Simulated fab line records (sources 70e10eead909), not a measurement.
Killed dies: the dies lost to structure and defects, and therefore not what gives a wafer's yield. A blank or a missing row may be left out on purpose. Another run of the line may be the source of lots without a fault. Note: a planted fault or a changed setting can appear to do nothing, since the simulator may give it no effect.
Which tool did it?	flow nand-harc	24 lots, 72 wafers sampled, at 2 steps of a route of 1159

== WHAT THE GAUGES READ, wafer by wafer ==
NHARC_A_SGD_CUT_INSPECT_25. Usual: raw-defect-count at 305, with a standard deviation of 78.
lot	measured	on	raw-defect-count	flag
L074	day 14 02:44	defect-inspect-01	260 157 243	
L075	day 15 04:16	defect-inspect-01	303 284 233	
L078	day 15 04:25	defect-inspect-02	196 207 196	
L076	day 15 04:24	defect-inspect-02	425 349 297	
L077	day 15 04:26	defect-inspect-01	291 227 398	
L081	day 15 10:17	defect-inspect-02	266 260 219	
L080	day 15 20:05	defect-inspect-02	277 378 353	
L082	day 16 00:04	defect-inspect-01	254 263 269	
L079	day 16 00:07	defect-inspect-01	403 406 298	
L083	day 16 09:55	defect-inspect-02	246 307 269	
L084	day 16 23:05	defect-inspect-02	279 250 240	
L086	day 16 23:08	defect-inspect-01	406 398 343	
L087	day 17 08:03	defect-inspect-02	249 402 426	
L085	day 17 14:02	defect-inspect-01	382 247 262	
L089	day 17 20:14	defect-inspect-01	224 196 183	
L091	day 18 06:31	defect-inspect-02	296 392 278	
L088	day 18 06:31	defect-inspect-01	306 251 249	
L090	day 18 06:37	defect-inspect-01	346 343 357	
L093	day 18 06:41	defect-inspect-02	233 289 195	
L092	day 18 06:41	defect-inspect-01	587 437 374	
L094	day 18 15:14	defect-inspect-01	345 427 336	
L096	day 19 04:08	defect-inspect-02	309 521 269	
L095	day 19 04:08	defect-inspect-01	257 268 348	
L097	day 20 05:34	defect-inspect-02	313 229 429	

== WHAT TOOL EACH LOT RAN ON (gives the tool, then ch and the chambers of the sampled wafers, and finally the start) ==
lot	NHARC_A_STAIRCASE_DEP_322
L074	pecvd-03 ch 0,2, day 12 20:01
L075	pecvd-01 ch 0,2, day 13 17:06
L078	pecvd-04 ch 1,2, day 13 17:07
L076	pecvd-04 ch 0,1, day 13 17:46
L077	pecvd-01 ch 0,1,2, day 13 21:44
L081	pecvd-04 ch 0,1, day 14 04:35
L080	pecvd-01 ch 0,1,2, day 14 09:13
L082	pecvd-01 ch 1,2, day 14 18:05
L079	pecvd-04 ch 0,1,2, day 14 18:05
L083	pecvd-04 ch 1,2, day 15 06:40
L084	pecvd-03 ch 0,1, day 15 17:05
L086	pecvd-04 ch 0,1, day 15 17:07
L087	pecvd-03 ch 0,1,2, day 16 00:28
L085	pecvd-04 ch 1,2, day 16 06:32
L089	pecvd-04 ch 0,2, day 16 13:13
L091	pecvd-01 ch 1,2, day 16 19:56
L088	pecvd-03 ch 0,2, day 16 20:04
L090	pecvd-03 ch 0,1,2, day 17 01:49
L093	pecvd-01 ch 0,1,2, day 17 01:59
L092	pecvd-01 ch 1,2, day 17 02:22
L094	pecvd-03 ch 0,1, day 17 11:25
L096	pecvd-03 ch 0,1, day 17 21:44
L095	pecvd-01 ch 0,1,2, day 17 21:49
L097	pecvd-03 ch 0,1,2, day 18 19:04
- NHARC_A_STAIRCASE_DEP_322: deposits SiO2, target thk 3800 nm.

== AS READ BY THE TOOLS THEMSELVES (means over the sampled wafers that have a number; for cases with no such wafer, the mark the record gives instead) ==
NHARC_A_STAIRCASE_DEP_322. Usual: heater-power-w at 598 W, with a standard deviation of 76.
lot	tool	heater-power-w (W)	flag
L074	pecvd-03	550	
L075	pecvd-01	552	
L078	pecvd-04	672	
L076	pecvd-04	610	
L077	pecvd-01	573	
L081	pecvd-04	553	
L080	pecvd-01	609	
L082	pecvd-01	599	
L079	pecvd-04	566	
L083	pecvd-04	606	
L084	pecvd-03	593	
L086	pecvd-04	553	
L087	pecvd-03	535	
L085	pecvd-04	635	
L089	pecvd-04	558	
L091	pecvd-01	652	
L088	pecvd-03	525	
L090	pecvd-03	621	
L093	pecvd-01	624	
L092	pecvd-01	683	
L094	pecvd-03	563	
L096	pecvd-03	601	
L095	pecvd-01	600	
L097	pecvd-03	654	

== THE ANSWER, worked out from the rows above alone ==
Rule: a lot is off if the mean of its wafers that have a number lies more than 3 standard deviations from the usual mean. Also off: a lot with no number at a reading for which 4 or more lots have one. All remaining lots with rows at the step are treated as sound. After the gauges, taken in route order, come the tools' own readings; for these a lot's mean is taken, as printed above. At the first step where some lot is off, the reading lying furthest off is the one used; lots without a number count as furthest.
No lot is off on any of the readings shown, so nothing can be concluded from this.

== WHAT THE SIMULATOR HAD INSERTED ==
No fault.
